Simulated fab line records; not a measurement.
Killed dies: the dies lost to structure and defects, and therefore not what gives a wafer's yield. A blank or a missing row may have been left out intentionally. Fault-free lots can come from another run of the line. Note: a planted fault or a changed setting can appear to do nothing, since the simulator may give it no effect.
Chamber matching | flow n5_finfet | pecvd-02 running N5_BEOL_M0_SAQP_ILD_DEP_01: 3 sister chambers
The step deposits SiOC from DEMS/O2, target thk 45.419 nm, time 8.7 s. 6 wafers are shown with their chamber, then 9 later ones without.

EACH WAFER AND ITS CHAMBER
wafer  | chamber | throttle_valve_pct (%) | heater_power_w (W)
L087.1 | 0       | 12.9                   | 496
L087.2 | 1       | 11.7                   | 568
L087.3 | 2       | 12.0                   | 434
L087.4 | 0       | 13.1                   | 480
L087.5 | 2       | 12.3                   | 433
L087.6 | 1       | 12.1                   | 563

WAFERS WITHOUT THEIR CHAMBER
wafer  | throttle_valve_pct (%) | heater_power_w (W)
L094.2 | 13.1                   | 515
L094.4 | 12.1                   | 568
L094.5 | 13.1                   | 531
L095.2 | 13.0                   | 555
L095.3 | 12.4                   | 458
L095.4 | 12.0                   | 460
L096.2 | 12.0                   | 595
L096.3 | 13.1                   | 510
L096.6 | 13.1                   | 505

WHICH CHAMBER EACH WENT THROUGH
wafer  | from the rows above     | in truth
L094.2 | 0                       | 0
L094.4 | 1                       | 1
L094.5 | can't be placed: 0 or 1 | 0
L095.2 | 1                       | 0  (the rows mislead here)
L095.3 | can't be placed: 2 or 0 | 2
L095.4 | 2                       | 2
L096.2 | 1                       | 1
L096.3 | 0                       | 0
L096.6 | 0                       | 0
Correct placement for 6 of the 9. Can't be placed from these rows: 2 (the true chamber is among the candidates in 2). Wrongly placed: 1.
How it was worked out, from the rows above alone: a wafer's distance from a chamber is the root of the sum, over the readings, of the square of ((its reading less the chamber's mean) divided by the reading's scatter). If the next closest chamber is less than 2 further off than the closest, the wafer can't be placed; otherwise it belongs to the closest. Each chamber's mean is taken over the wafers shown for it. The scatter: the root of (the sum of the squares of (reading less its chamber's mean) over the shown wafers, divided by (wafers less chambers)).
